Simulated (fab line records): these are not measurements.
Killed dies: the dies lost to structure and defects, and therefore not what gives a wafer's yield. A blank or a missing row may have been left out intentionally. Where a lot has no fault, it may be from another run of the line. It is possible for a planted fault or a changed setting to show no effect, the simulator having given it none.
fab line records | flow n5-finfet | part 2 of 2: steps 16 to 24 of 24
record: lots: 5 | wafers: 15 | last-day: 18
route steps=1938 shown BEOL_M15@1804
lots that met no fault: from a run of the same line without faults
start-h: the number of hours between the record's first day and the start of the first shown wafer of the lot | wait-h: how many hours have passed since the lot's step before this one | " the same as in the row above | L1.1+2: a row that stands for several wafers | - no value present, or no start provided | * or withheld: withheld | < > ~ a bound
route shown NAME@n: names a module that has steps shown in the file, with the first one's number in the route | usual: average and standard deviation across the fault-free wafers | same: alike in all rows | chamber/n: place in a boat | sites: per-site readings | _std_site: their standard deviation | _edge_site: inner sites' mean taken away from outer sites' mean | radius-mm: for every site, how far away it sits from the centre of the wafer | mask NAME#n: copy n | behind: tool/chamber where the wafer was last shaped | hold: the reason the lot was held/the length of the hold in hours/how it ended | device: the transistor (n, p or np) that didn't switch | end of line: tests of these same wafers at the route's end | a step given without rows: its recipe and nothing more | killed: the dies lost at the first sort to structure and to defects; this is not the yield of the wafer | map: dies across one wafer; x = killed, . = not, _ = none there
set.NAME: the run value of the setting; set.NAME@STEP: its run value at that earlier step | model.NAME: the simulator's own value behind a step, which no gauge read
a table for each step, a row for each wafer; lots at some steps of the route
services: from which hour (start-h, from the record's first day; less than 0 if before it) a tool's chamber was out of use, for how many hours, and why
== steps ==
step: N5_BEOL_M15_SPUTTER_44
recipe: material: Ta | target-thk-a: 150 | temp-c: 50 | bias-v: 80 | power-w: 15000 | chamber-pressure-pa: 0.07 | time-s: 24.19
usual: cathode-dc-power-W: 15000/2.7 | susceptor-temp-C: 49.98/0.11 | throttle-valve-pct: 29.8/0.78
same: time-s: 24.19
lot.wafer | tool           | chamber | start-h | wait-h | cathode-dc-power-W | susceptor-temp-C | throttle-valve-pct
L074.1    | pvd-sputter-03 | -       | 280.20  | 0.5    | 14999              | 49.82            | 29.8
L074.3    | "              | -       | "       | "      | 14997              | 49.87            | 28.8
L074.5    | "              | -       | "       | "      | 15005              | 49.89            | 30.8
L075.1    | pvd-sputter-01 | -       | 280.47  | 0.0    | 15001              | 50.03            | 28.3
L075.3    | "              | -       | "       | "      | 14999              | 50.07            | 31.1
L075.6    | "              | -       | "       | "      | 15000              | 50.25            | 29.9
L080.3    | pvd-sputter-01 | -       | 327.23  | 0.0    | 15001              | 49.99            | 30.1
L080.5    | "              | -       | "       | "      | 14995              | 50.28            | 29.9
L080.6    | "              | -       | "       | "      | 15001              | 49.94            | 28.5
L089.1    | pvd-sputter-01 | -       | 398.29  | 0.0    | 14999              | 50.03            | 30.0
L089.4    | "              | -       | "       | "      | 14999              | 50.06            | 31.3
L089.6    | "              | -       | "       | "      | 15000              | 49.88            | 28.2
L091.1    | pvd-sputter-01 | -       | 413.13  | 0.0    | 14997              | 50.05            | 31.2
L091.3    | "              | -       | "       | "      | 14997              | 50.04            | 30.3
L091.5    | "              | -       | "       | "      | 14998              | 49.89            | 29.7
step: N5_BEOL_M15_SPUTTER_45
recipe: material: Cu | target-thk-a: 1000 | temp-c: -20 | bias-v: 60 | power-w: 26000 | chamber-pressure-pa: 0.13 | time-s: 16.67
usual: cathode-dc-power-W: 26000/4.9 | susceptor-temp-C: -19.99/0.1 | throttle-valve-pct: 29.8/0.78
same: time-s: 16.67
lot.wafer | tool           | chamber | start-h | wait-h | cathode-dc-power-W | susceptor-temp-C | throttle-valve-pct
L074.1    | pvd-sputter-03 | -       | 280.28  | 0.0    | 25988              | -20.03           | 29.7
L074.3    | "              | -       | "       | "      | 26003              | -20.18           | 29.5
L074.5    | "              | -       | "       | "      | 25999              | -20.03           | 30.5
L075.1    | pvd-sputter-01 | -       | 280.55  | 0.0    | 25995              | -20.00           | 28.2
L075.3    | "              | -       | "       | "      | 26005              | -19.89           | 31.1
L075.6    | "              | -       | "       | "      | 26006              | -20.18           | 30.2
L080.3    | pvd-sputter-01 | -       | 327.31  | 0.0    | 26007              | -20.13           | 29.8
L080.5    | "              | -       | "       | "      | 25995              | -20.10           | 30.0
L080.6    | "              | -       | "       | "      | 25993              | -20.13           | 28.3
L089.1    | pvd-sputter-01 | -       | 398.37  | 0.0    | 25998              | -20.06           | 29.7
L089.4    | "              | -       | "       | "      | 26007              | -19.91           | 30.9
L089.6    | "              | -       | "       | "      | 25994              | -19.94           | 28.4
L091.1    | pvd-sputter-01 | -       | 413.21  | 0.0    | 26002              | -20.04           | 31.4
L091.3    | "              | -       | "       | "      | 25993              | -20.25           | 30.2
L091.5    | "              | -       | "       | "      | 25997              | -20.15           | 30.1
step: N5_BEOL_M15_ECD_47
recipe: material: Cu | target-thk-a: 18600
lot.wafer  | tool      | chamber | start-h | wait-h
L074.1+3+5 | ecd-cu-02 | 0       | 280.40  | 0.1
L075.1+3+6 | ecd-cu-01 | 1,1,0   | 280.66  | 0.1
L080.3+5+6 | ecd-cu-02 | 0,0,1   | 327.50  | 0.2
L089.1+4+6 | ecd-cu-02 | 1,0,0   | 398.48  | 0.1
L091.1+3+5 | ecd-cu-02 | 1,1,0   | 413.33  | 0.1
step: N5_BEOL_M15_ANNEAL_48
recipe: temp-c: 225 | time-s: 90 | ambient: N2
usual: wafer_temp_C_max: 226.2/0.36
same: time-s: 90
lot.wafer | tool          | chamber | start-h | wait-h | wafer_temp_C_max
L074.1    | rtp-anneal-01 | 0       | 280.64  | 0.2    | 226.1
L074.3    | "             | 0       | "       | "      | 225.9
L074.5    | "             | 0       | "       | "      | 226.1
L075.1    | rtp-anneal-01 | 0       | 280.91  | 0.2    | 226.1
L075.3    | "             | 0       | "       | "      | 225.7
L075.6    | "             | 0       | "       | "      | 226.1
L080.3    | rtp-anneal-02 | 0       | 329.93  | 2.4    | 226.7
L080.5    | "             | 0       | "       | "      | 226.4
L080.6    | "             | 0       | "       | "      | 226.2
L089.1    | rtp-anneal-02 | 0       | 398.73  | 0.2    | 226.3
L089.4    | "             | 0       | "       | "      | 225.9
L089.6    | "             | 0       | "       | "      | 225.9
L091.1    | rtp-anneal-02 | 0       | 413.57  | 0.2    | 226.5
L091.3    | "             | 0       | "       | "      | 226.3
L091.5    | "             | 0       | "       | "      | 226.4
step: N5_BEOL_M15_CMP_49
recipe: stop-on: SiO2 | t-overpolish-s: 4.9 | down-force-psi: 2 | platen-rpm: 80 | clearing-platen-down-force-psi: 2 | clearing-platen-rpm: 80 | post-cmp-clean: cu-alkaline | target-thk-nm: 850 | clearing-platen-pad-velocity-m-s: 1.5917 | pad-velocity-m-s: 1.5917
usual: barrier-field-endpoint-s: 11.30/0.26 | clearing-platen-down-force-psi: 2.000/0.004 | motor-current-A: 8.1/0.54 | overpolish-run-s: 4.901/0.0084 | platen-rpm: 79.99/0.053 | retaining-ring-pressure-frac: 1.000/0.005
lot.wafer | tool   | chamber | start-h | wait-h | barrier-field-endpoint-s | clearing-platen-down-force-psi | motor-current-A | overpolish-run-s | platen-rpm | retaining-ring-pressure-frac
L074.1    | cmp-02 | 3       | 280.94  | 0.3    | 10.88                    | 2.002                          | 8.6             | 4.899            | 80.01      | 0.990
L074.3    | "      | 1       | "       | "      | 11.28                    | 2.006                          | 7.3             | 4.902            | 79.95      | 0.999
L074.5    | "      | 3       | "       | "      | 11.05                    | 2.002                          | 8.9             | 4.895            | 79.99      | 0.983
L075.3    | cmp-01 | 3       | 281.28  | 0.2    | 11.56                    | 2.009                          | 8.4             | 4.898            | 80.05      | 1.000
L075.1    | "      | 0       | "       | "      | 11.76                    | 2.002                          | 7.5             | 4.904            | 80.01      | 1.001
L075.6    | "      | 2       | "       | "      | 11.33                    | 1.997                          | 7.4             | 4.910            | 79.98      | 1.003
L080.3    | cmp-02 | 0       | 330.17  | 0.2    | 11.14                    | 1.997                          | 8.9             | 4.909            | 79.97      | 1.003
L080.5    | "      | 3       | "       | "      | 11.03                    | 2.007                          | 9.6             | 4.903            | 79.99      | 1.004
L080.6    | "      | 0       | "       | "      | 11.32                    | 1.998                          | 8.5             | 4.886            | 80.04      | 1.002
L089.1    | cmp-01 | 0       | 399.04  | 0.3    | 11.02                    | 1.999                          | 7.6             | 4.893            | 80.08      | 0.996
L089.4    | "      | 3       | "       | "      | 11.16                    | 2.000                          | 8.5             | 4.904            | 79.87      | 1.006
L089.6    | "      | 0       | "       | "      | 11.28                    | 1.995                          | 7.6             | 4.917            | 80.10      | 1.006
L091.3    | cmp-01 | 0       | 413.92  | 0.2    | 10.96                    | 2.001                          | 8.0             | 4.897            | 79.98      | 1.001
L091.1    | "      | 1       | "       | "      | 11.25                    | 2.005                          | 7.4             | 4.914            | 80.06      | 0.999
L091.5    | "      | 0       | "       | "      | 11.16                    | 2.001                          | 7.8             | 4.896            | 79.99      | 1.001
step: N5_BEOL_M15_THK_MEAS_50
recipe: thk-meas-gauge: xrf | reads: Cu_of_BEOL_M15_ECD_47
usual: M15_THK: 834/20
lot.wafer | tool          | chamber | start-h | wait-h | M15_THK[nm]
L074.1    | film-metro-01 | -       | 281.23  | -      | 849
L074.3    | "             | -       | "       | "      | 838
L074.5    | "             | -       | "       | "      | 839
L075.1    | film-metro-02 | -       | 281.50  | -      | 817
L075.3    | "             | -       | "       | "      | 818
L075.6    | "             | -       | "       | "      | 819
L080.3    | film-metro-01 | -       | 330.43  | -      | 827
L080.5    | "             | -       | "       | "      | 857
L080.6    | "             | -       | "       | "      | 852
L089.1    | film-metro-02 | -       | 399.33  | -      | 811
L089.4    | "             | -       | "       | "      | 788
L089.6    | "             | -       | "       | "      | 849
L091.1    | film-metro-01 | -       | 414.17  | -      | 865
L091.3    | "             | -       | "       | "      | 838
L091.5    | "             | -       | "       | "      | 873
step: N5_BEOL_M15_PRE_CLEAN_52
recipe: gas: NH3 | time-s: 15 | temp-c: withheld | rf-power-w: 300
same: time-s: 15
lot.wafer  | tool     | chamber | start-h | wait-h
L074.1+3+5 | pecvd-02 | 1,2,2   | 281.27  | 0.0
L075.1+3+6 | pecvd-04 | 2,1,0   | 281.54  | 0.0
L080.3+5+6 | pecvd-02 | 1,0,2   | 330.47  | 0.0
L089.1+4+6 | pecvd-03 | 0,2,1   | 399.38  | 0.0
L091.1+3+5 | pecvd-04 | 2,0,2   | 414.21  | 0.0
step: N5_BEOL_M15_DEP_53
recipe: material: SiCN | target-thk-a: 500 | temp-c: withheld | precursor: 3MS/NH3 | pressure-torr: 3 | rf-w: 675 | time-s: 17.8
usual: chamber-pressure-Torr: 3.001/0.0065 | showerhead-plenum-p-Torr: 4.147/0.019 | throttle-valve-pct: 18.1/1.1
same: time-s: 17.8
lot.wafer | tool     | chamber | start-h | wait-h | chamber-pressure-Torr | showerhead-plenum-p-Torr | throttle-valve-pct
L074.1    | pecvd-02 | 1       | 281.29  | 0.0    | 2.998                 | 4.159                    | 18.6
L074.3    | "        | 2       | "       | "      | 2.987                 | 4.135                    | 16.9
L074.5    | "        | 2       | "       | "      | 2.989                 | 4.131                    | 16.7
L075.1    | pecvd-04 | 2       | 281.56  | 0.0    | 3.009                 | 4.126                    | 16.9
L075.3    | "        | 1       | "       | "      | 3.003                 | 4.154                    | 20.3
L075.6    | "        | 0       | "       | "      | 3.000                 | 4.144                    | 18.7
L080.3    | pecvd-02 | 1       | 330.49  | 0.0    | 2.992                 | 4.146                    | 18.3
L080.5    | "        | 0       | "       | "      | 3.007                 | 4.200                    | 19.4
L080.6    | "        | 2       | "       | "      | 3.000                 | 4.137                    | 16.9
L089.1    | pecvd-03 | 0       | 399.41  | 0.0    | 2.993                 | 4.142                    | 17.5
L089.4    | "        | 2       | "       | "      | 3.008                 | 4.151                    | 17.2
L089.6    | "        | 1       | "       | "      | 3.008                 | 4.130                    | 17.3
L091.1    | pecvd-04 | 2       | 414.24  | 0.0    | 2.993                 | 4.127                    | 17.4
L091.3    | "        | 0       | "       | "      | 3.010                 | 4.147                    | 18.6
L091.5    | "        | 2       | "       | "      | 2.986                 | 4.117                    | 17.6
step: N5_BEOL_M15_RS_MEAS_54
recipe: thk-meas-gauge: four-point-probe | reads: Cu_of_BEOL_M15_ECD_47+Ta_of_BEOL_M15_SPUTTER_44+TaN_of_BEOL_M15_SPUTTER_43
usual: M15_RS: 0.0217/0.0005
lot.wafer | tool          | chamber | start-h | wait-h | M15_RS[ohm/sq]
L074.1    | film-metro-02 | -       | 281.36  | 0.0    | 0.0213
L074.3    | "             | -       | "       | "      | 0.0215
L074.5    | "             | -       | "       | "      | 0.0215
L075.1    | film-metro-01 | -       | 281.63  | 0.0    | 0.0222
L075.3    | "             | -       | "       | "      | 0.0223
L075.6    | "             | -       | "       | "      | 0.0222
L080.3    | film-metro-02 | -       | 330.56  | 0.1    | 0.0217
L080.5    | "             | -       | "       | "      | 0.0209
L080.6    | "             | -       | "       | "      | 0.0210
L089.1    | film-metro-02 | -       | 399.47  | 0.0    | 0.0221
L089.4    | "             | -       | "       | "      | 0.0227
L089.6    | "             | -       | "       | "      | 0.0212
L091.1    | film-metro-02 | -       | 414.30  | 0.0    | 0.0212
L091.3    | "             | -       | "       | "      | 0.0219
L091.5    | "             | -       | "       | "      | 0.0211
== services ==
tool           | chamber | start-h | hours | kind
ecd-cu-02      | -       | 256.43  | 1.5   | repair
cmp-01         | -       | 268.68  | 3.5   | pm
rie-diel-05    | 1       | 270.40  | 3.0   | repair
rie-diel-02    | 0       | 274.42  | 7.1   | repair
pecvd-04       | -       | 288.42  | 33.3  | repair
pecvd-02       | -       | 297.46  | 0.3   | repair
pecvd-04       | -       | 328.99  | 0.3   | repair
rie-diel-05    | 1       | 330.57  | 3.3   | repair
rie-diel-03    | 2       | 333.39  | 19.1  | repair
rie-diel-05    | -       | 333.75  | 0.4   | repair
wet-bench-01   | -       | 334.77  | 5.5   | repair
cmp-01         | -       | 340.27  | 5.2   | pm
pecvd-04       | 0       | 344.54  | 23.9  | repair
pvd-sputter-01 | -       | 344.74  | 1.6   | repair
rie-diel-02    | 0       | 350.54  | 31.6  | repair
ecd-cu-02      | -       | 352.83  | 0.2   | repair
cmp-01         | -       | 358.56  | 0.3   | repair
pecvd-02       | -       | 369.11  | 3.9   | repair
pvd-sputter-03 | -       | 378.22  | 3.7   | repair
pecvd-04       | -       | 382.97  | 0.7   | repair
rie-diel-05    | -       | 385.81  | 4.3   | pm
pecvd-02       | -       | 388.53  | 28.1  | pm
rie-diel-05    | 3       | 390.15  | 6.0   | repair
wet-bench-01   | -       | 402.48  | 2.6   | repair
